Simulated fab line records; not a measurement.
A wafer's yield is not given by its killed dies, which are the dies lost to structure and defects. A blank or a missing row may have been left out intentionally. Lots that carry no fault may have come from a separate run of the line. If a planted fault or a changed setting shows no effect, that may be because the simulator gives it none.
Chamber matching :: flow n5_finfet :: pecvd-03 running N5_BEOL_M0_SAQP_PECVD_04: 3 sister chambers
The step deposits a-Si from SiH4/He, target thk 60 nm, time 60.2 s. 16 wafers are shown with their chamber, then 8 later ones without.

WAFERS, EACH WITH ITS CHAMBER
wafer: L075.1
chamber: 2
showerhead_plenum_p_Torr (Torr): 5.78
throttle_valve_pct (%): 17.2
heater_power_w (W): 735

wafer: L075.4
chamber: 2
showerhead_plenum_p_Torr (Torr): 5.76
throttle_valve_pct (%): 16.8
heater_power_w (W): 723

wafer: L075.5
chamber: 1
showerhead_plenum_p_Torr (Torr): 5.63
throttle_valve_pct (%): 19.4
heater_power_w (W): 562

wafer: L081.1
chamber: 1
showerhead_plenum_p_Torr (Torr): 5.64
throttle_valve_pct (%): 19.0
heater_power_w (W): 508

wafer: L081.2
chamber: 0
showerhead_plenum_p_Torr (Torr): 5.64
throttle_valve_pct (%): 18.2
heater_power_w (W): 480

wafer: L081.6
chamber: 2
showerhead_plenum_p_Torr (Torr): 5.78
throttle_valve_pct (%): 17.0
heater_power_w (W): 642

wafer: L082.1
chamber: 1
showerhead_plenum_p_Torr (Torr): 5.65
throttle_valve_pct (%): 19.3
heater_power_w (W): 511

wafer: L082.3
chamber: 2
showerhead_plenum_p_Torr (Torr): 5.77
throttle_valve_pct (%): 17.3
heater_power_w (W): 694

wafer: L082.6
chamber: 1
showerhead_plenum_p_Torr (Torr): 5.63
throttle_valve_pct (%): 19.3
heater_power_w (W): 497

wafer: L087.1
chamber: 2
showerhead_plenum_p_Torr (Torr): 5.78
throttle_valve_pct (%): 17.3
heater_power_w (W): 648

wafer: L087.2
chamber: 0
showerhead_plenum_p_Torr (Torr): 5.65
throttle_valve_pct (%): 18.5
heater_power_w (W): 475

wafer: L087.6
chamber: 1
showerhead_plenum_p_Torr (Torr): 5.63
throttle_valve_pct (%): 19.1
heater_power_w (W): 532

wafer: L090.2
chamber: 1
showerhead_plenum_p_Torr (Torr): 5.64
throttle_valve_pct (%): 19.1
heater_power_w (W): 479

wafer: L090.3
chamber: 0
showerhead_plenum_p_Torr (Torr): 5.64
throttle_valve_pct (%): 18.5
heater_power_w (W): 468

wafer: L090.6
chamber: 0
showerhead_plenum_p_Torr (Torr): 5.64
throttle_valve_pct (%): 18.4
heater_power_w (W): 480

wafer: L091.3
chamber: 1
showerhead_plenum_p_Torr (Torr): 5.64
throttle_valve_pct (%): 19.1
heater_power_w (W): 550

SIGNATURES (means of the wafers above)
reading: showerhead_plenum_p_Torr
chamber 0: 5.6425
chamber 1: 5.6371
chamber 2: 5.7740
scatter within a chamber: 0.00753

reading: throttle_valve_pct
chamber 0: 18.400
chamber 1: 19.186
chamber 2: 17.120
scatter within a chamber: 0.17

reading: heater_power_w
chamber 0: 475.75
chamber 1: 519.86
chamber 2: 688.40
scatter within a chamber: 31
Rule: a wafer's distance from a chamber is the root of the sum, over the readings, of the square of ((its reading less the chamber's mean) divided by the reading's scatter). The wafer belongs to the nearest chamber; if the next one is less than 2 further off, it can't be placed. How the scatter is found: for the shown wafers, subtract from each reading the mean of its chamber, square and add these, divide the total by (wafers less chambers), then take the root.

WAFERS MISSING THEIR CHAMBER
wafer: L091.4
showerhead_plenum_p_Torr (Torr): 5.76
throttle_valve_pct (%): 17.2
heater_power_w (W): 687

wafer: L091.6
showerhead_plenum_p_Torr (Torr): 5.63
throttle_valve_pct (%): 18.7
heater_power_w (W): 474

wafer: L093.1
showerhead_plenum_p_Torr (Torr): 5.66
throttle_valve_pct (%): 18.5
heater_power_w (W): 502

wafer: L093.3
showerhead_plenum_p_Torr (Torr): 5.65
throttle_valve_pct (%): 19.0
heater_power_w (W): 538

wafer: L093.6
showerhead_plenum_p_Torr (Torr): 5.78
throttle_valve_pct (%): 17.3
heater_power_w (W): 636

wafer: L097.2
showerhead_plenum_p_Torr (Torr): 5.65
throttle_valve_pct (%): 19.1
heater_power_w (W): 549

wafer: L097.3
showerhead_plenum_p_Torr (Torr): 5.77
throttle_valve_pct (%): 17.0
heater_power_w (W): 698

wafer: L097.6
showerhead_plenum_p_Torr (Torr): 5.75
throttle_valve_pct (%): 17.3
heater_power_w (W): 708

THE CHAMBER EACH PASSED THROUGH
wafer: L091.4
from the rows above: 2
in truth: 2

wafer: L091.6
from the rows above: can't be placed: 0 or 1
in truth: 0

wafer: L093.1
from the rows above: 0
in truth: 0

wafer: L093.3
from the rows above: 1
in truth: 1

wafer: L093.6
from the rows above: 2
in truth: 2

wafer: L097.2
from the rows above: 1
in truth: 1

wafer: L097.3
from the rows above: 2
in truth: 2

wafer: L097.6
from the rows above: 2
in truth: 2
Correct placement for 7 of the 8. Cannot be placed on the basis of these rows: 1; the candidates contain the true chamber in 1. Placed wrongly: 0.
